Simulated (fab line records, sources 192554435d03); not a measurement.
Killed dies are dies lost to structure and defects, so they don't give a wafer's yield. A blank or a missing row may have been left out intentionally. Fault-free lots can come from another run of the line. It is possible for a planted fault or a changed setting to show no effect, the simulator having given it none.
A struck lot beside a sound one	flow n5-finfet	16 steps out of a route of 1938
Sound: these wafers, L165.2, L165.3, L165.4. Wafers L171.4, L171.5, L171.6 were the ones struck. The cause is given at the end.
At each step with rows: each side's tool, then ch and its chambers, then its first start. Under that, the readings that differ: sound wafers	struck wafers	difference of the means	sigmas: that difference in standard deviations of wafers without a fault.
alike: readings with means less than 2 such deviations apart, plus words and numbers identical on both sides. not compared: withheld readings, readings lacking a value on some wafer, bounds such as >300 that could conceal the same value, and numbers that have no deviation in the record and whose values overlap.
Wherever a step has rows on one side only, a row that says differs or no value, or a row with sigmas, the two part there. Numbers that have no deviation but don't overlap get no sigmas and don't part them. A reading missing from all wafers of one side parts the sides only when that side holds two or more wafers.

first, 7 steps without rows for these wafers: N5_HKMG_FIN_COAT_30 (time 60 s, resist thk 35 nm); N5_HKMG_FIN_COAT_06 (resist thk 90 nm); N5_HKMG_FIN_EBR_08; N5_HKMG_FIN_SOFTBAKE_07 (time 60 s); N5_HKMG_FIN_EXPOSE_09 (exposes mask NWFM); N5_HKMG_FIN_PEB_10 (peb time 60 s); N5_HKMG_FIN_DEVELOP_11 (develop time 30 s).
N5_HKMG_FIN_CD_MEAS_12: target cd 92.8 nm.
  sound on cd-sem-02 ch 0, day 7 06:16; struck on cd-sem-01 ch 0, day 8 22:09
reading	sound	struck	difference	sigmas
cd-nm (nm)	92.9 92.9 92.3	94.4 94.5 94.3	+1.7	+2
N5_HKMG_FIN_OVL_MEAS_13:
  sound on overlay-02 ch 0, day 7 06:17; struck on overlay-01 ch 0, day 8 22:11
  alike: NWFM_OVL
N5_HKMG_FIN_INSPECT_14: inspects for defects (macro).
  sound: defect-inspect-01 at day 7 06:19; struck: defect-inspect-02 at day 8 22:13
  alike: raw-defect-count
N5_HKMG_FIN_DESCUM_17: chemistry O2, time 7.9 s.
  sound on rie-diel-06 ch 1,2,3, day 7 06:21; struck on rie-diel-02 ch 1,2,3, day 8 22:14
  alike: drypump-motor-current-A, o2-flow-sccm, oes-product-au, rf-vpp-V, showerhead-plenum-p-Torr, temp-c, throttle-valve-pct
  not compared: rf-hours-counter-h
N5_HKMG_FIN_ETCH_31: etches SiARC in CF4, target depth 45.5 nm, time 75.8 s.
  sound on rie-diel-06 ch 1,2,3, day 7 06:23; struck on rie-diel-02 ch 1,2,3, day 8 22:16
  alike: drypump-motor-current-A, etch-rf-on-time-s, oes-product-au, rf-vpp-V, showerhead-plenum-p-Torr, throttle-valve-pct
  not compared: rf-hours-counter-h
N5_HKMG_FIN_ETCH_32: etches SOC in N2/H2, target depth 240 nm, time 300 s.
  sound on rie-diel-06 ch 1,2,3, day 7 06:26; struck on rie-diel-02 ch 1,2,3, day 8 22:20
reading	sound	struck	difference	sigmas
h2-flow-sccm (sccm)	200.4 199.8 200.7	219.8 220.3 220.7	+20.0	+33
throttle-valve-pct (%)	17.58 17.41 17.98	18.51 18.35 18.48	+0.79	+3
  alike: drypump-motor-current-A, oes-product-au, rf-vpp-V, showerhead-plenum-p-Torr, temp-c
  not compared: rf-hours-counter-h
then, 1 step without rows for these wafers: N5_HKMG_FIN_STRIP_33 (strips in N2/H2).
-- a jump in the record: the struck wafers' starts before and after are 4 days apart (it breaks off in module HKMG_FIN and resumes in module BEOL_M4, where the first step shown is number 1111 of the route) --
N5_BEOL_M4_RC_MEAS_101:
  sound on prober-02 ch 0, day 11 07:08; struck on prober-02 ch 0, day 12 22:37
  alike: DIBL_N, DIBL_P, IOFF_N, IOFF_P, ION_N, ION_P, SS_N, SS_P, VT_N, VT_P
-- a jump in the record: the struck wafers' starts before and after are 5 days apart (it breaks off in module BEOL_M4 and resumes in module PASSIVATION, where the first step shown is number 1936 of the route) --
N5_PASSIVATION_PROBE_49:
  only the struck wafers here have rows in the record (prober-01, day 17 12:00); the sound ones have none

== WHERE THEY PART ==
Last at N5_PASSIVATION_PROBE_49 as far as this record goes, first at N5_HKMG_FIN_CD_MEAS_12.

WHY: what the simulator had put in
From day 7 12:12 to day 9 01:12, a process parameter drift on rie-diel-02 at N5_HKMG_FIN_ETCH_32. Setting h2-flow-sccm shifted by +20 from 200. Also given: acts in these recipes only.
